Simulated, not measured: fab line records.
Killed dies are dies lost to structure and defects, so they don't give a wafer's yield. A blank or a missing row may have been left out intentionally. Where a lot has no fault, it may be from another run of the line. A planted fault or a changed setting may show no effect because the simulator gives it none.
Which of the tools did it? || flow nand_harc || 24 lots, 72 wafers sampled, at 6 steps of a route of 1302

## WHAT THE GAUGES SHOWED, per wafer
NHARC_A_M0_INSPECT_27. Usual: raw_defect_count 536, standard deviation 130.
{"lot": "L074", "measured": "day 23 11:24", "on": "defect_inspect-02", "raw_defect_count": "571 563 750", "flag": ""}
{"lot": "L076", "measured": "day 23 16:06", "on": "defect_inspect-01", "raw_defect_count": "422 485 885", "flag": ""}
{"lot": "L075", "measured": "day 23 21:22", "on": "defect_inspect-01", "raw_defect_count": "561 641 450", "flag": ""}
{"lot": "L078", "measured": "day 25 00:40", "on": "defect_inspect-02", "raw_defect_count": "779 675 687", "flag": ""}
{"lot": "L079", "measured": "day 25 19:47", "on": "defect_inspect-02", "raw_defect_count": "677 467 690", "flag": ""}
{"lot": "L080", "measured": "day 25 21:30", "on": "defect_inspect-01", "raw_defect_count": "472 369 554", "flag": ""}
{"lot": "L082", "measured": "day 25 23:08", "on": "defect_inspect-02", "raw_defect_count": "469 600 471", "flag": ""}
{"lot": "L081", "measured": "day 26 01:03", "on": "defect_inspect-01", "raw_defect_count": "376 364 406", "flag": ""}
{"lot": "L077", "measured": "day 26 02:14", "on": "defect_inspect-02", "raw_defect_count": "587 633 521", "flag": ""}
{"lot": "L086", "measured": "day 27 04:53", "on": "defect_inspect-02", "raw_defect_count": "502 412 483", "flag": ""}
{"lot": "L085", "measured": "day 27 08:55", "on": "defect_inspect-01", "raw_defect_count": "519 396 423", "flag": ""}
{"lot": "L083", "measured": "day 27 09:53", "on": "defect_inspect-01", "raw_defect_count": "661 556 668", "flag": ""}
{"lot": "L084", "measured": "day 27 16:00", "on": "defect_inspect-02", "raw_defect_count": "435 822 671", "flag": ""}
{"lot": "L087", "measured": "day 28 11:25", "on": "defect_inspect-02", "raw_defect_count": "408 461 530", "flag": ""}
{"lot": "L089", "measured": "day 29 00:04", "on": "defect_inspect-01", "raw_defect_count": "842 695 513", "flag": ""}
{"lot": "L088", "measured": "day 29 00:07", "on": "defect_inspect-02", "raw_defect_count": "380 406 414", "flag": ""}
{"lot": "L091", "measured": "day 29 11:55", "on": "defect_inspect-01", "raw_defect_count": "685 506 522", "flag": ""}
{"lot": "L090", "measured": "day 30 06:49", "on": "defect_inspect-01", "raw_defect_count": "497 518 543", "flag": ""}
{"lot": "L092", "measured": "day 30 11:29", "on": "defect_inspect-02", "raw_defect_count": "272 307 355", "flag": ""}
{"lot": "L093", "measured": "day 31 05:59", "on": "defect_inspect-02", "raw_defect_count": "401 527 476", "flag": ""}
{"lot": "L094", "measured": "day 31 22:55", "on": "defect_inspect-01", "raw_defect_count": "560 441 552", "flag": ""}
{"lot": "L095", "measured": "day 32 10:05", "on": "defect_inspect-01", "raw_defect_count": "385 327 358", "flag": ""}
{"lot": "L096", "measured": "day 32 12:16", "on": "defect_inspect-01", "raw_defect_count": "810 545 725", "flag": ""}
{"lot": "L097", "measured": "day 33 02:35", "on": "defect_inspect-02", "raw_defect_count": "492 450 509", "flag": ""}

NHARC_A_M1_OVL_MEAS_10: pitch 240 nm. Usual: overlay_x_nm -0.2 nm, standard deviation 0.63; overlay_y_nm 0.0 nm, standard deviation 0.85.
{"lot": "L074", "measured": "day 23 12:53", "on": "overlay-02", "overlay_x_nm (nm)": "-0.1 -0.6 0.1", "overlay_y_nm (nm)": "-0.4 0.0 -0.2", "flag": ""}
{"lot": "L076", "measured": "day 23 17:34", "on": "overlay-01", "overlay_x_nm (nm)": "-0.1 -1.1 -0.5", "overlay_y_nm (nm)": "1.3 1.8 2.2", "flag": ""}
{"lot": "L075", "measured": "day 23 22:51", "on": "overlay-02", "overlay_x_nm (nm)": "-0.4 0.0 0.1", "overlay_y_nm (nm)": "-0.9 -0.6 -0.7", "flag": ""}
{"lot": "L078", "measured": "day 25 01:59", "on": "overlay-01", "overlay_x_nm (nm)": "-0.7 -0.2 -0.8", "overlay_y_nm (nm)": "0.2 -0.1 0.4", "flag": ""}
{"lot": "L079", "measured": "day 25 21:16", "on": "overlay-02", "overlay_x_nm (nm)": "0.2 0.2 -0.2", "overlay_y_nm (nm)": "0.2 0.8 0.8", "flag": ""}
{"lot": "L080", "measured": "day 25 22:53", "on": "overlay-02", "overlay_x_nm (nm)": "-0.3 -0.2 0.4", "overlay_y_nm (nm)": "0.4 1.0 0.9", "flag": ""}
{"lot": "L082", "measured": "day 26 00:37", "on": "overlay-01", "overlay_x_nm (nm)": "1.5 1.2 1.6", "overlay_y_nm (nm)": "-0.2 -0.5 0.1", "flag": ""}
{"lot": "L081", "measured": "day 26 02:41", "on": "overlay-01", "overlay_x_nm (nm)": "-0.6 -0.3 -0.6", "overlay_y_nm (nm)": "0.5 0.5 0.9", "flag": ""}
{"lot": "L077", "measured": "day 26 04:18", "on": "overlay-02", "overlay_x_nm (nm)": "-1.4 -1.8 -0.9", "overlay_y_nm (nm)": "-0.8 -0.5 -0.9", "flag": ""}
{"lot": "L086", "measured": "day 27 06:15", "on": "overlay-02", "overlay_x_nm (nm)": "-0.1 -0.1 -0.3", "overlay_y_nm (nm)": "-0.6 0.4 -0.4", "flag": ""}
{"lot": "L085", "measured": "day 27 10:25", "on": "overlay-02", "overlay_x_nm (nm)": "-0.2 -0.9 -0.7", "overlay_y_nm (nm)": "0.0 -0.2 0.0", "flag": ""}
{"lot": "L083", "measured": "day 27 11:14", "on": "overlay-01", "overlay_x_nm (nm)": "-0.2 -0.5 -0.5", "overlay_y_nm (nm)": "-1.5 -1.9 -1.5", "flag": ""}
{"lot": "L084", "measured": "day 27 17:25", "on": "overlay-01", "overlay_x_nm (nm)": "0.3 0.4 0.9", "overlay_y_nm (nm)": "0.8 0.6 0.6", "flag": ""}
{"lot": "L087", "measured": "day 28 12:53", "on": "overlay-02", "overlay_x_nm (nm)": "-0.2 -0.9 0.0", "overlay_y_nm (nm)": "0.3 0.1 0.1", "flag": ""}
{"lot": "L089", "measured": "day 29 01:33", "on": "overlay-01", "overlay_x_nm (nm)": "-0.1 -0.2 -0.1", "overlay_y_nm (nm)": "-0.1 0.2 0.6", "flag": ""}
{"lot": "L088", "measured": "day 29 01:42", "on": "overlay-02", "overlay_x_nm (nm)": "-0.4 -0.7 -1.1", "overlay_y_nm (nm)": "0.8 1.0 1.4", "flag": ""}
{"lot": "L091", "measured": "day 29 13:47", "on": "overlay-02", "overlay_x_nm (nm)": "0.0 0.6 0.3", "overlay_y_nm (nm)": "-1.5 -1.5 -1.7", "flag": ""}
{"lot": "L090", "measured": "day 30 08:32", "on": "overlay-01", "overlay_x_nm (nm)": "-0.7 -0.2 -0.7", "overlay_y_nm (nm)": "-0.7 -0.7 -1.0", "flag": ""}
{"lot": "L092", "measured": "day 30 12:58", "on": "overlay-01", "overlay_x_nm (nm)": "-0.3 0.1 0.2", "overlay_y_nm (nm)": "-0.4 0.5 0.5", "flag": ""}
{"lot": "L093", "measured": "day 31 07:45", "on": "overlay-02", "overlay_x_nm (nm)": "-0.1 0.7 -0.6", "overlay_y_nm (nm)": "-0.9 -0.7 -0.7", "flag": ""}
{"lot": "L094", "measured": "day 32 00:25", "on": "overlay-02", "overlay_x_nm (nm)": "-0.7 -0.4 -0.8", "overlay_y_nm (nm)": "1.4 0.8 0.7", "flag": ""}
{"lot": "L095", "measured": "day 32 11:32", "on": "overlay-02", "overlay_x_nm (nm)": "-0.9 -1.1 -0.9", "overlay_y_nm (nm)": "0.8 1.1 0.6", "flag": ""}
{"lot": "L096", "measured": "day 32 13:44", "on": "overlay-02", "overlay_x_nm (nm)": "-0.5 -0.2 -0.2", "overlay_y_nm (nm)": "-1.0 -0.9 -1.0", "flag": ""}
{"lot": "L097", "measured": "day 33 03:58", "on": "overlay-02", "overlay_x_nm (nm)": "0.2 0.5 0.1", "overlay_y_nm (nm)": "0.1 -0.3 0.5", "flag": ""}

NHARC_A_BONDPAD_CD_MEAS_09: the cd target is 500 nm. Usual: cd_nm 499.8 nm, standard deviation 1.5.
{"lot": "L074", "measured": "day 23 17:33", "on": "cd_sem-03", "cd_nm (nm)": "499.6 501.8 500.3", "flag": ""}
{"lot": "L076", "measured": "day 23 22:10", "on": "cd_sem-01", "cd_nm (nm)": "497.7 498.7 499.4", "flag": ""}
{"lot": "L075", "measured": "day 24 03:27", "on": "cd_sem-03", "cd_nm (nm)": "496.6 500.5 498.4", "flag": ""}
{"lot": "L078", "measured": "day 25 06:44", "on": "cd_sem-01", "cd_nm (nm)": "498.4 499.7 499.6", "flag": ""}
{"lot": "L079", "measured": "day 26 01:43", "on": "cd_sem-01", "cd_nm (nm)": "499.9 501.3 502.1", "flag": ""}
{"lot": "L080", "measured": "day 26 03:46", "on": "cd_sem-02", "cd_nm (nm)": "498.5 499.1 499.2", "flag": ""}
{"lot": "L082", "measured": "day 26 05:31", "on": "cd_sem-01", "cd_nm (nm)": "499.3 502.0 503.0", "flag": ""}
{"lot": "L081", "measured": "day 26 07:45", "on": "cd_sem-03", "cd_nm (nm)": "500.8 498.4 498.7", "flag": ""}
{"lot": "L077", "measured": "day 26 09:05", "on": "cd_sem-02", "cd_nm (nm)": "498.5 498.7 499.3", "flag": ""}
{"lot": "L086", "measured": "day 27 11:37", "on": "cd_sem-01", "cd_nm (nm)": "499.2 500.2 499.3", "flag": ""}
{"lot": "L085", "measured": "day 27 14:58", "on": "cd_sem-01", "cd_nm (nm)": "499.0 500.2 499.2", "flag": ""}
{"lot": "L083", "measured": "day 27 16:13", "on": "cd_sem-01", "cd_nm (nm)": "498.2 500.5 500.1", "flag": ""}
{"lot": "L084", "measured": "day 27 22:20", "on": "cd_sem-01", "cd_nm (nm)": "499.9 498.4 500.0", "flag": ""}
{"lot": "L087", "measured": "day 28 17:34", "on": "cd_sem-02", "cd_nm (nm)": "496.4 499.3 498.3", "flag": ""}
{"lot": "L089", "measured": "day 29 06:26", "on": "cd_sem-01", "cd_nm (nm)": "499.3 500.7 498.4", "flag": ""}
{"lot": "L088", "measured": "day 29 06:17", "on": "cd_sem-02", "cd_nm (nm)": "498.9 499.0 498.4", "flag": ""}
{"lot": "L091", "measured": "day 29 18:25", "on": "cd_sem-03", "cd_nm (nm)": "502.8 501.4 500.1", "flag": ""}
{"lot": "L090", "measured": "day 30 13:16", "on": "cd_sem-02", "cd_nm (nm)": "501.2 498.3 496.6", "flag": ""}
{"lot": "L092", "measured": "day 30 17:37", "on": "cd_sem-01", "cd_nm (nm)": "501.2 500.4 501.2", "flag": ""}
{"lot": "L093", "measured": "day 31 12:17", "on": "cd_sem-03", "cd_nm (nm)": "499.5 499.8 500.4", "flag": ""}
{"lot": "L094", "measured": "day 32 05:02", "on": "cd_sem-02", "cd_nm (nm)": "500.0 498.9 498.1", "flag": ""}
{"lot": "L095", "measured": "day 32 16:11", "on": "cd_sem-01", "cd_nm (nm)": "498.5 498.7 499.5", "flag": ""}
{"lot": "L096", "measured": "day 32 18:21", "on": "cd_sem-01", "cd_nm (nm)": "498.2 500.7 499.5", "flag": ""}
{"lot": "L097", "measured": "day 33 11:02", "on": "cd_sem-02", "cd_nm (nm)": "498.9 499.3 499.8", "flag": ""}

## WHAT TOOL EACH LOT RAN ON (gives the tool, then ch and the chambers of the sampled wafers, and finally the start)
{"lot": "L074", "NHARC_A_M0_ETCH_15": "rie_diel-10 ch 0,3, day 23 11:24 or earlier", "NHARC_A_M0_DEP_32": "pecvd-04 ch 0,1,2, day 23 11:32", "NHARC_A_M1_PVD_21": "pvd_sputter-01, day 23 17:33 or earlier"}
{"lot": "L076", "NHARC_A_M0_ETCH_15": "rie_diel-10 ch 0,1,3, day 23 16:06 or earlier", "NHARC_A_M0_DEP_32": "pecvd-02 ch 0,1,2, day 23 16:14", "NHARC_A_M1_PVD_21": "pvd_sputter-01, day 23 22:10 or earlier"}
{"lot": "L075", "NHARC_A_M0_ETCH_15": "rie_diel-13 ch 1,2, day 23 21:22 or earlier", "NHARC_A_M0_DEP_32": "pecvd-01 ch 0,1, day 23 21:37", "NHARC_A_M1_PVD_21": "pvd_sputter-03, day 24 03:27 or earlier"}
{"lot": "L078", "NHARC_A_M0_ETCH_15": "rie_diel-13 ch 0,1,3, day 25 00:40 or earlier", "NHARC_A_M0_DEP_32": "pecvd-01 ch 0,1,2, day 25 00:48", "NHARC_A_M1_PVD_21": "pvd_sputter-02, day 25 06:44 or earlier"}
{"lot": "L079", "NHARC_A_M0_ETCH_15": "rie_diel-13 ch 1,2,3, day 25 19:47 or earlier", "NHARC_A_M0_DEP_32": "pecvd-04 ch 0,1, day 25 19:56", "NHARC_A_M1_PVD_21": "pvd_sputter-01, day 26 01:43 or earlier"}
{"lot": "L080", "NHARC_A_M0_ETCH_15": "rie_diel-06 ch 0,1,3, day 25 21:30 or earlier", "NHARC_A_M0_DEP_32": "pecvd-04 ch 0,1,2, day 25 21:41", "NHARC_A_M1_PVD_21": "pvd_sputter-01, day 26 03:46 or earlier"}
{"lot": "L082", "NHARC_A_M0_ETCH_15": "rie_diel-06 ch 0,1,3, day 25 23:08 or earlier", "NHARC_A_M0_DEP_32": "pecvd-01 ch 0,2, day 25 23:17", "NHARC_A_M1_PVD_21": "pvd_sputter-01, day 26 05:31 or earlier"}
{"lot": "L081", "NHARC_A_M0_ETCH_15": "rie_diel-13 ch 1,2,3, day 26 01:03 or earlier", "NHARC_A_M0_DEP_32": "pecvd-04 ch 0,1,2, day 26 01:16", "NHARC_A_M1_PVD_21": "pvd_sputter-02, day 26 07:45 or earlier"}
{"lot": "L077", "NHARC_A_M0_ETCH_15": "rie_diel-06 ch 0,1, day 26 02:14 or earlier", "NHARC_A_M0_DEP_32": "pecvd-02 ch 1,2, day 26 02:54", "NHARC_A_M1_PVD_21": "pvd_sputter-03, day 26 09:05 or earlier"}
{"lot": "L086", "NHARC_A_M0_ETCH_15": "rie_diel-10 ch 0,2,3, day 27 04:53 or earlier", "NHARC_A_M0_DEP_32": "pecvd-01 ch 0,1,2, day 27 05:02", "NHARC_A_M1_PVD_21": "pvd_sputter-01, day 27 11:37 or earlier"}
{"lot": "L085", "NHARC_A_M0_ETCH_15": "rie_diel-10 ch 0,2, day 27 08:55 or earlier", "NHARC_A_M0_DEP_32": "pecvd-01 ch 0,1,2, day 27 09:10", "NHARC_A_M1_PVD_21": "pvd_sputter-01, day 27 14:58 or earlier"}
{"lot": "L083", "NHARC_A_M0_ETCH_15": "rie_diel-10 ch 1,2,3, day 27 09:53 or earlier", "NHARC_A_M0_DEP_32": "pecvd-01 ch 0,1,2, day 27 10:02", "NHARC_A_M1_PVD_21": "pvd_sputter-02, day 27 16:13 or earlier"}
{"lot": "L084", "NHARC_A_M0_ETCH_15": "rie_diel-13 ch 1,2,3, day 27 16:00 or earlier", "NHARC_A_M0_DEP_32": "pecvd-01 ch 0,2, day 27 16:14", "NHARC_A_M1_PVD_21": "pvd_sputter-01, day 27 22:20 or earlier"}
{"lot": "L087", "NHARC_A_M0_ETCH_15": "rie_diel-06 ch 0,2, day 28 11:25 or earlier", "NHARC_A_M0_DEP_32": "pecvd-02 ch 0,1, day 28 11:34", "NHARC_A_M1_PVD_21": "pvd_sputter-02, day 28 17:34 or earlier"}
{"lot": "L089", "NHARC_A_M0_ETCH_15": "rie_diel-13 ch 0,1,2, day 29 00:04 or earlier", "NHARC_A_M0_DEP_32": "pecvd-01 ch 0,2, day 29 00:17", "NHARC_A_M1_PVD_21": "pvd_sputter-03, day 29 06:26 or earlier"}
{"lot": "L088", "NHARC_A_M0_ETCH_15": "rie_diel-13 ch 0,1, day 29 00:07 or earlier", "NHARC_A_M0_DEP_32": "pecvd-02 ch 0,1,2, day 29 00:23", "NHARC_A_M1_PVD_21": "pvd_sputter-02, day 29 06:17 or earlier"}
{"lot": "L091", "NHARC_A_M0_ETCH_15": "rie_diel-13 ch 1,2, day 29 11:55 or earlier", "NHARC_A_M0_DEP_32": "pecvd-04 ch 0,1,2, day 29 12:05", "NHARC_A_M1_PVD_21": "pvd_sputter-02, day 29 18:25 or earlier"}
{"lot": "L090", "NHARC_A_M0_ETCH_15": "rie_diel-06 ch 0,3, day 30 06:49 or earlier", "NHARC_A_M0_DEP_32": "pecvd-02 ch 0,1,2, day 30 06:58", "NHARC_A_M1_PVD_21": "pvd_sputter-02, day 30 13:16 or earlier"}
{"lot": "L092", "NHARC_A_M0_ETCH_15": "rie_diel-10 ch 0,2,3, day 30 11:29 or earlier", "NHARC_A_M0_DEP_32": "pecvd-04 ch 0,1,2, day 30 11:43", "NHARC_A_M1_PVD_21": "pvd_sputter-01, day 30 17:37 or earlier"}
{"lot": "L093", "NHARC_A_M0_ETCH_15": "rie_diel-06 ch 0,1,2, day 31 05:59 or earlier", "NHARC_A_M0_DEP_32": "pecvd-01 ch 0,1,2, day 31 06:40", "NHARC_A_M1_PVD_21": "pvd_sputter-03, day 31 12:17 or earlier"}
{"lot": "L094", "NHARC_A_M0_ETCH_15": "rie_diel-13 ch 0,2,3, day 31 22:55 or earlier", "NHARC_A_M0_DEP_32": "pecvd-04 ch 0,1,2, day 31 23:04", "NHARC_A_M1_PVD_21": "pvd_sputter-02, day 32 05:02 or earlier"}
{"lot": "L095", "NHARC_A_M0_ETCH_15": "rie_diel-10 ch 0,2,3, day 32 10:05 or earlier", "NHARC_A_M0_DEP_32": "pecvd-02 ch 1,2, day 32 10:16", "NHARC_A_M1_PVD_21": "pvd_sputter-02, day 32 16:11 or earlier"}
{"lot": "L096", "NHARC_A_M0_ETCH_15": "rie_diel-10 ch 1,2,3, day 32 12:16 or earlier", "NHARC_A_M0_DEP_32": "pecvd-04 ch 0,1,2, day 32 12:25", "NHARC_A_M1_PVD_21": "pvd_sputter-02, day 32 18:21 or earlier"}
{"lot": "L097", "NHARC_A_M0_ETCH_15": "rie_diel-10 ch 1,2, day 33 02:35 or earlier", "NHARC_A_M0_DEP_32": "pecvd-02 ch 0,1, day 33 02:44", "NHARC_A_M1_PVD_21": "pvd_sputter-02, day 33 11:02 or earlier"}
- NHARC_A_M0_ETCH_15: etches the open film in C4F8/Ar, target depth 150 nm, overetch 15 nm, time 82.5 s.
- NHARC_A_M0_DEP_32: deposits SiCN, target thk 30 nm.
- NHARC_A_M1_PVD_21: deposits Cu, target thk 30 nm, time 20.49 s.

## AS READ BY THE TOOLS THEMSELVES (means over the sampled wafers that have a number; for cases with no such wafer, the mark the record gives instead)
NHARC_A_M0_ETCH_15. Usual: oes_product_au 0.945 a.u., standard deviation 0.021; rf_vpp_V 440.3 V, standard deviation 2.4.
{"lot": "L074", "tool": "rie_diel-10", "oes_product_au (a.u.)": 0.931, "rf_vpp_V (V)": 437.7, "flag": ""}
{"lot": "L076", "tool": "rie_diel-10", "oes_product_au (a.u.)": 0.919, "rf_vpp_V (V)": 439.5, "flag": ""}
{"lot": "L075", "tool": "rie_diel-13", "oes_product_au (a.u.)": 0.968, "rf_vpp_V (V)": 438.6, "flag": ""}
{"lot": "L078", "tool": "rie_diel-13", "oes_product_au (a.u.)": 0.967, "rf_vpp_V (V)": 442.4, "flag": ""}
{"lot": "L079", "tool": "rie_diel-13", "oes_product_au (a.u.)": 0.952, "rf_vpp_V (V)": 440.2, "flag": ""}
{"lot": "L080", "tool": "rie_diel-06", "oes_product_au (a.u.)": 0.928, "rf_vpp_V (V)": 442.0, "flag": ""}
{"lot": "L082", "tool": "rie_diel-06", "oes_product_au (a.u.)": 0.925, "rf_vpp_V (V)": 441.4, "flag": ""}
{"lot": "L081", "tool": "rie_diel-13", "oes_product_au (a.u.)": 0.963, "rf_vpp_V (V)": 441.3, "flag": ""}
{"lot": "L077", "tool": "rie_diel-06", "oes_product_au (a.u.)": 0.925, "rf_vpp_V (V)": 442.3, "flag": ""}
{"lot": "L086", "tool": "rie_diel-10", "oes_product_au (a.u.)": 0.971, "rf_vpp_V (V)": 438.1, "flag": ""}
{"lot": "L085", "tool": "rie_diel-10", "oes_product_au (a.u.)": 0.935, "rf_vpp_V (V)": 439.7, "flag": ""}
{"lot": "L083", "tool": "rie_diel-10", "oes_product_au (a.u.)": 0.955, "rf_vpp_V (V)": 439.5, "flag": ""}
{"lot": "L084", "tool": "rie_diel-13", "oes_product_au (a.u.)": 0.922, "rf_vpp_V (V)": 440.5, "flag": ""}
{"lot": "L087", "tool": "rie_diel-06", "oes_product_au (a.u.)": 0.922, "rf_vpp_V (V)": 438.2, "flag": ""}
{"lot": "L089", "tool": "rie_diel-13", "oes_product_au (a.u.)": 0.930, "rf_vpp_V (V)": 440.9, "flag": ""}
{"lot": "L088", "tool": "rie_diel-13", "oes_product_au (a.u.)": 0.943, "rf_vpp_V (V)": 440.3, "flag": ""}
{"lot": "L091", "tool": "rie_diel-13", "oes_product_au (a.u.)": 0.925, "rf_vpp_V (V)": 440.2, "flag": ""}
{"lot": "L090", "tool": "rie_diel-06", "oes_product_au (a.u.)": 0.944, "rf_vpp_V (V)": 442.3, "flag": ""}
{"lot": "L092", "tool": "rie_diel-10", "oes_product_au (a.u.)": 0.926, "rf_vpp_V (V)": 438.7, "flag": ""}
{"lot": "L093", "tool": "rie_diel-06", "oes_product_au (a.u.)": 0.954, "rf_vpp_V (V)": 440.6, "flag": ""}
{"lot": "L094", "tool": "rie_diel-13", "oes_product_au (a.u.)": 0.959, "rf_vpp_V (V)": 442.8, "flag": ""}
{"lot": "L095", "tool": "rie_diel-10", "oes_product_au (a.u.)": 0.969, "rf_vpp_V (V)": 438.2, "flag": ""}
{"lot": "L096", "tool": "rie_diel-10", "oes_product_au (a.u.)": 0.960, "rf_vpp_V (V)": 440.4, "flag": ""}
{"lot": "L097", "tool": "rie_diel-10", "oes_product_au (a.u.)": 0.983, "rf_vpp_V (V)": 441.2, "flag": ""}

NHARC_A_M0_DEP_32. Usual: heater_power_w 608 W, standard deviation 110.
{"lot": "L074", "tool": "pecvd-04", "heater_power_w (W)": 538, "flag": ""}
{"lot": "L076", "tool": "pecvd-02", "heater_power_w (W)": 676, "flag": ""}
{"lot": "L075", "tool": "pecvd-01", "heater_power_w (W)": 513, "flag": ""}
{"lot": "L078", "tool": "pecvd-01", "heater_power_w (W)": 632, "flag": ""}
{"lot": "L079", "tool": "pecvd-04", "heater_power_w (W)": 615, "flag": ""}
{"lot": "L080", "tool": "pecvd-04", "heater_power_w (W)": 580, "flag": ""}
{"lot": "L082", "tool": "pecvd-01", "heater_power_w (W)": 588, "flag": ""}
{"lot": "L081", "tool": "pecvd-04", "heater_power_w (W)": 574, "flag": ""}
{"lot": "L077", "tool": "pecvd-02", "heater_power_w (W)": 547, "flag": ""}
{"lot": "L086", "tool": "pecvd-01", "heater_power_w (W)": 585, "flag": ""}
{"lot": "L085", "tool": "pecvd-01", "heater_power_w (W)": 607, "flag": ""}
{"lot": "L083", "tool": "pecvd-01", "heater_power_w (W)": 650, "flag": ""}
{"lot": "L084", "tool": "pecvd-01", "heater_power_w (W)": 587, "flag": ""}
{"lot": "L087", "tool": "pecvd-02", "heater_power_w (W)": 704, "flag": ""}
{"lot": "L089", "tool": "pecvd-01", "heater_power_w (W)": 674, "flag": ""}
{"lot": "L088", "tool": "pecvd-02", "heater_power_w (W)": 666, "flag": ""}
{"lot": "L091", "tool": "pecvd-04", "heater_power_w (W)": 548, "flag": ""}
{"lot": "L090", "tool": "pecvd-02", "heater_power_w (W)": 628, "flag": ""}
{"lot": "L092", "tool": "pecvd-04", "heater_power_w (W)": 554, "flag": ""}
{"lot": "L093", "tool": "pecvd-01", "heater_power_w (W)": 623, "flag": ""}
{"lot": "L094", "tool": "pecvd-04", "heater_power_w (W)": 539, "flag": ""}
{"lot": "L095", "tool": "pecvd-02", "heater_power_w (W)": 599, "flag": ""}
{"lot": "L096", "tool": "pecvd-04", "heater_power_w (W)": 563, "flag": ""}
{"lot": "L097", "tool": "pecvd-02", "heater_power_w (W)": 751, "flag": ""}

NHARC_A_M1_PVD_21. Usual: throttle_valve_pct 29.9 %, standard deviation 1.1.
{"lot": "L074", "tool": "pvd_sputter-01", "throttle_valve_pct (%)": 29.8, "flag": ""}
{"lot": "L076", "tool": "pvd_sputter-01", "throttle_valve_pct (%)": 30.1, "flag": ""}
{"lot": "L075", "tool": "pvd_sputter-03", "throttle_valve_pct (%)": 30.7, "flag": ""}
{"lot": "L078", "tool": "pvd_sputter-02", "throttle_valve_pct (%)": 28.9, "flag": ""}
{"lot": "L079", "tool": "pvd_sputter-01", "throttle_valve_pct (%)": 30.2, "flag": ""}
{"lot": "L080", "tool": "pvd_sputter-01", "throttle_valve_pct (%)": 29.7, "flag": ""}
{"lot": "L082", "tool": "pvd_sputter-01", "throttle_valve_pct (%)": 29.6, "flag": ""}
{"lot": "L081", "tool": "pvd_sputter-02", "throttle_valve_pct (%)": 28.6, "flag": ""}
{"lot": "L077", "tool": "pvd_sputter-03", "throttle_valve_pct (%)": 30.7, "flag": ""}
{"lot": "L086", "tool": "pvd_sputter-01", "throttle_valve_pct (%)": 30.3, "flag": ""}
{"lot": "L085", "tool": "pvd_sputter-01", "throttle_valve_pct (%)": 30.2, "flag": ""}
{"lot": "L083", "tool": "pvd_sputter-02", "throttle_valve_pct (%)": 29.6, "flag": ""}
{"lot": "L084", "tool": "pvd_sputter-01", "throttle_valve_pct (%)": 30.1, "flag": ""}
{"lot": "L087", "tool": "pvd_sputter-02", "throttle_valve_pct (%)": 29.4, "flag": ""}
{"lot": "L089", "tool": "pvd_sputter-03", "throttle_valve_pct (%)": 31.1, "flag": ""}
{"lot": "L088", "tool": "pvd_sputter-02", "throttle_valve_pct (%)": 30.0, "flag": ""}
{"lot": "L091", "tool": "pvd_sputter-02", "throttle_valve_pct (%)": 29.1, "flag": ""}
{"lot": "L090", "tool": "pvd_sputter-02", "throttle_valve_pct (%)": 29.9, "flag": ""}
{"lot": "L092", "tool": "pvd_sputter-01", "throttle_valve_pct (%)": 30.0, "flag": ""}
{"lot": "L093", "tool": "pvd_sputter-03", "throttle_valve_pct (%)": 30.8, "flag": ""}
{"lot": "L094", "tool": "pvd_sputter-02", "throttle_valve_pct (%)": 30.3, "flag": ""}
{"lot": "L095", "tool": "pvd_sputter-02", "throttle_valve_pct (%)": 29.6, "flag": ""}
{"lot": "L096", "tool": "pvd_sputter-02", "throttle_valve_pct (%)": 29.8, "flag": ""}
{"lot": "L097", "tool": "pvd_sputter-02", "throttle_valve_pct (%)": 29.4, "flag": ""}

## THE ANSWER, worked out from the rows above alone
Rule: a lot is off if the mean of its wafers that have a number lies more than 3 standard deviations from the usual mean. A lot without any number at a reading at which 4 lots or more have one is off too. Any other lot the step has rows for is counted as sound. After the gauges, taken in route order, come the tools' own readings; for these a lot's mean is taken, as printed above. At the first step where some lot is off, the reading lying furthest off is the one used; lots without a number count as furthest.
None of the lots is off at any reading shown; this tells nothing.

## WHAT HAD BEEN PUT IN BY THE SIMULATOR
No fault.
